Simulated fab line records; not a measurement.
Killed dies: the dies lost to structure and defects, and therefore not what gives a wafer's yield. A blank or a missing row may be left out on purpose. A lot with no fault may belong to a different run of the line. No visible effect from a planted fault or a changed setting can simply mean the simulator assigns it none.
Chamber matching	flow n5 finfet	N5_BEOL_M2_ETCH_77 on rie diel-01: 4 sister chambers
The step etches underlayer in N2/H2, target depth 6.5 nm, time 5.2 s. 16 wafers are shown with their chamber, then 8 later ones without.

== WAFERS PAIRED WITH THEIR CHAMBERS ==
wafer	chamber	throttle valve pct (%)	oes product au (a.u.)	showerhead plenum p Torr (Torr)
L077.1	0	17.89	0.71	2.58
L077.4	2	18.04	0.69	2.57
L077.6	3	18.02	0.64	2.53
L078.2	1	17.56	0.79	2.58
L078.4	3	18.02	0.64	2.52
L078.6	0	17.89	0.71	2.58
L080.1	1	17.60	0.77	2.58
L080.3	0	17.94	0.71	2.58
L080.5	3	18.02	0.64	2.52
L083.2	2	18.08	0.68	2.56
L083.4	3	18.04	0.64	2.52
L083.6	2	18.07	0.69	2.56
L084.2	2	18.08	0.67	2.56
L084.5	0	17.93	0.70	2.57
L084.6	3	18.03	0.63	2.52
L087.2	2	18.09	0.67	2.56

SIGNATURES, as means of the wafers listed above
reading	chamber 0	chamber 1	chamber 2	chamber 3	scatter within a chamber
throttle valve pct	17.9125	17.5800	18.0720	18.0260	0.0197
oes product au	0.7075	0.7800	0.6800	0.6380	0.00793
showerhead plenum p Torr	2.5775	2.5800	2.5620	2.5220	0.00443
Rule: a wafer's distance from a chamber is the root of the sum, over the readings, of the square of ((its reading less the chamber's mean) divided by the reading's scatter). If the next closest chamber is less than 2 further off than the closest, the wafer can't be placed; otherwise it belongs to the closest. The scatter: the root of (the sum of the squares of (reading less its chamber's mean) over the shown wafers, divided by (wafers less chambers)).

== WAFERS WHOSE CHAMBER IS MISSING ==
wafer	throttle valve pct (%)	oes product au (a.u.)	showerhead plenum p Torr (Torr)
L087.3	17.63	0.76	2.57
L087.6	17.63	0.76	2.57
L088.2	17.94	0.69	2.57
L088.3	18.04	0.63	2.51
L088.4	18.09	0.67	2.56
L092.3	17.95	0.69	2.57
L092.5	17.97	0.68	2.57
L092.6	18.04	0.63	2.51

== WHICH CHAMBER EACH ONE RAN IN ==
wafer	from the rows above	in truth
L087.3	1	1
L087.6	1	1
L088.2	0	0
L088.3	3	3
L088.4	2	2
L092.3	0	0
L092.5	can't be placed: 0 or 2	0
L092.6	3	3
7 of 8 placed correctly. Unplaceable from these rows: 1, with the true chamber sitting among the candidates in 1. 0 placed wrongly.
